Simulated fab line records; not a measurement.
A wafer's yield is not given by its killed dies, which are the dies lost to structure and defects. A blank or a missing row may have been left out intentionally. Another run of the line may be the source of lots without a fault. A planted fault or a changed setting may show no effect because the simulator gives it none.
Matching of chambers :: flow n5Finfet :: N5_ILD0_CMP_03 on cmp-04: 4 sister chambers
The step polishes, stops on SiNx, t overpolish 1.9 s, target thk 197.38 nm. 27 wafers are shown with their chamber, then 12 later ones without.

## EACH WAFER AND ITS CHAMBER
wafer: L074.1
chamber: 0
motorCurrentA (A): 12.3
timeToEndpointS (s): 81
slurryFlowMlMin: 150.4

wafer: L074.3
chamber: 2
motorCurrentA (A): 10.4
timeToEndpointS (s): 62
slurryFlowMlMin: 150.2

wafer: L074.6
chamber: 0
motorCurrentA (A): 12.5
timeToEndpointS (s): 80
slurryFlowMlMin: 150.9

wafer: L074.2
chamber: 3
motorCurrentA (A): 13.4
timeToEndpointS (s): 63
slurryFlowMlMin: 150.2

wafer: L074.4
chamber: 1
motorCurrentA (A): 15.3
timeToEndpointS (s): 67
slurryFlowMlMin: 150.4

wafer: L074.5
chamber: 1
motorCurrentA (A): 14.3
timeToEndpointS (s): 63
slurryFlowMlMin: 150.2

wafer: L075.1
chamber: 0
motorCurrentA (A): 12.8
timeToEndpointS (s): 86
slurryFlowMlMin: 149.6

wafer: L075.4
chamber: 3
motorCurrentA (A): 12.9
timeToEndpointS (s): 72
slurryFlowMlMin: 150.4

wafer: L075.6
chamber: 2
motorCurrentA (A): 10.5
timeToEndpointS (s): 69
slurryFlowMlMin: 150.1

wafer: L077.1
chamber: 3
motorCurrentA (A): 12.7
timeToEndpointS (s): 73
slurryFlowMlMin: 149.7

wafer: L077.4
chamber: 0
motorCurrentA (A): 12.5
timeToEndpointS (s): 87
slurryFlowMlMin: 150.1

wafer: L077.6
chamber: 0
motorCurrentA (A): 12.8
timeToEndpointS (s): 86
slurryFlowMlMin: 149.8

wafer: L078.1
chamber: 1
motorCurrentA (A): 14.3
timeToEndpointS (s): 72
slurryFlowMlMin: 150.2

wafer: L078.3
chamber: 0
motorCurrentA (A): 12.3
timeToEndpointS (s): 89
slurryFlowMlMin: 150.5

wafer: L078.6
chamber: 1
motorCurrentA (A): 14.5
timeToEndpointS (s): 72
slurryFlowMlMin: 150.3

wafer: L084.1
chamber: 1
motorCurrentA (A): 14.4
timeToEndpointS (s): 70
slurryFlowMlMin: 149.4

wafer: L084.2
chamber: 2
motorCurrentA (A): 10.5
timeToEndpointS (s): 69
slurryFlowMlMin: 150.4

wafer: L084.3
chamber: 0
motorCurrentA (A): 12.3
timeToEndpointS (s): 83
slurryFlowMlMin: 149.5

wafer: L085.1
chamber: 0
motorCurrentA (A): 12.3
timeToEndpointS (s): 88
slurryFlowMlMin: 149.2

wafer: L085.3
chamber: 1
motorCurrentA (A): 14.2
timeToEndpointS (s): 70
slurryFlowMlMin: 150.6

wafer: L085.4
chamber: 2
motorCurrentA (A): 10.5
timeToEndpointS (s): 73
slurryFlowMlMin: 149.9

wafer: L086.1
chamber: 1
motorCurrentA (A): 14.4
timeToEndpointS (s): 73
slurryFlowMlMin: 150.4

wafer: L086.3
chamber: 3
motorCurrentA (A): 13.1
timeToEndpointS (s): 70
slurryFlowMlMin: 150.9

wafer: L086.5
chamber: 0
motorCurrentA (A): 12.4
timeToEndpointS (s): 86
slurryFlowMlMin: 150.3

wafer: L089.1
chamber: 0
motorCurrentA (A): 12.3
timeToEndpointS (s): 91
slurryFlowMlMin: 149.4

wafer: L089.4
chamber: 2
motorCurrentA (A): 10.7
timeToEndpointS (s): 77
slurryFlowMlMin: 150.1

wafer: L089.6
chamber: 3
motorCurrentA (A): 12.6
timeToEndpointS (s): 76
slurryFlowMlMin: 149.6

SIGNATURES (means of the wafers above)
reading: motorCurrentA
chamber 0: 12.450
chamber 1: 14.486
chamber 2: 10.520
chamber 3: 12.940
scatter within a chamber: 0.268

reading: timeToEndpointS
chamber 0: 85.70
chamber 1: 69.57
chamber 2: 70.00
chamber 3: 70.80
scatter within a chamber: 4.17

reading: slurryFlowMlMin
chamber 0: 149.970
chamber 1: 150.214
chamber 2: 150.140
chamber 3: 150.160
scatter within a chamber: 0.462
Rule: distance of a wafer from a chamber = root of the sum over the readings of ((wafer's reading minus chamber's mean) / reading's scatter) squared. If the next closest chamber is less than 2 further off than the closest, the wafer can't be placed; otherwise it belongs to the closest. The scatter: take each reading less its chamber's mean, square it, sum over the shown wafers, divide by the number of wafers less the number of chambers, and take the root.

## WAFERS MISSING THEIR CHAMBER
wafer: L093.3
motorCurrentA (A): 14.2
timeToEndpointS (s): 71
slurryFlowMlMin: 149.3

wafer: L093.4
motorCurrentA (A): 12.7
timeToEndpointS (s): 93
slurryFlowMlMin: 150.2

wafer: L093.5
motorCurrentA (A): 10.6
timeToEndpointS (s): 74
slurryFlowMlMin: 149.9

wafer: L095.1
motorCurrentA (A): 12.2
timeToEndpointS (s): 76
slurryFlowMlMin: 150.2

wafer: L095.2
motorCurrentA (A): 13.1
timeToEndpointS (s): 87
slurryFlowMlMin: 150.5

wafer: L095.5
motorCurrentA (A): 12.3
timeToEndpointS (s): 89
slurryFlowMlMin: 150.3

wafer: L096.1
motorCurrentA (A): 13.2
timeToEndpointS (s): 74
slurryFlowMlMin: 150.3

wafer: L096.2
motorCurrentA (A): 10.1
timeToEndpointS (s): 72
slurryFlowMlMin: 149.9

wafer: L096.6
motorCurrentA (A): 12.1
timeToEndpointS (s): 88
slurryFlowMlMin: 149.6

wafer: L097.1
motorCurrentA (A): 14.0
timeToEndpointS (s): 74
slurryFlowMlMin: 150.2

wafer: L097.3
motorCurrentA (A): 13.4
timeToEndpointS (s): 92
slurryFlowMlMin: 149.5

wafer: L097.5
motorCurrentA (A): 10.8
timeToEndpointS (s): 75
slurryFlowMlMin: 149.4

## CHAMBER TAKEN BY EACH
wafer: L093.3
from the rows above: 1
in truth: 1

wafer: L093.4
from the rows above: 0
in truth: 0

wafer: L093.5
from the rows above: 2
in truth: 2

wafer: L095.1
from the rows above: can't be placed: 0 or 3
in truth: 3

wafer: L095.2
from the rows above: can't be placed: 0 or 3
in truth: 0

wafer: L095.5
from the rows above: 0
in truth: 0

wafer: L096.1
from the rows above: 3
in truth: 3

wafer: L096.2
from the rows above: 2
in truth: 2

wafer: L096.6
from the rows above: 0
in truth: 0

wafer: L097.1
from the rows above: can't be placed: 1 or 3
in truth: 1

wafer: L097.3
from the rows above: can't be placed: 0 or 3
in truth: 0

wafer: L097.5
from the rows above: 2
in truth: 2
Correct placement for 8 of the 12. Can't be placed from these rows: 4 (the true chamber is among the candidates in 4). Wrongly placed: 0.
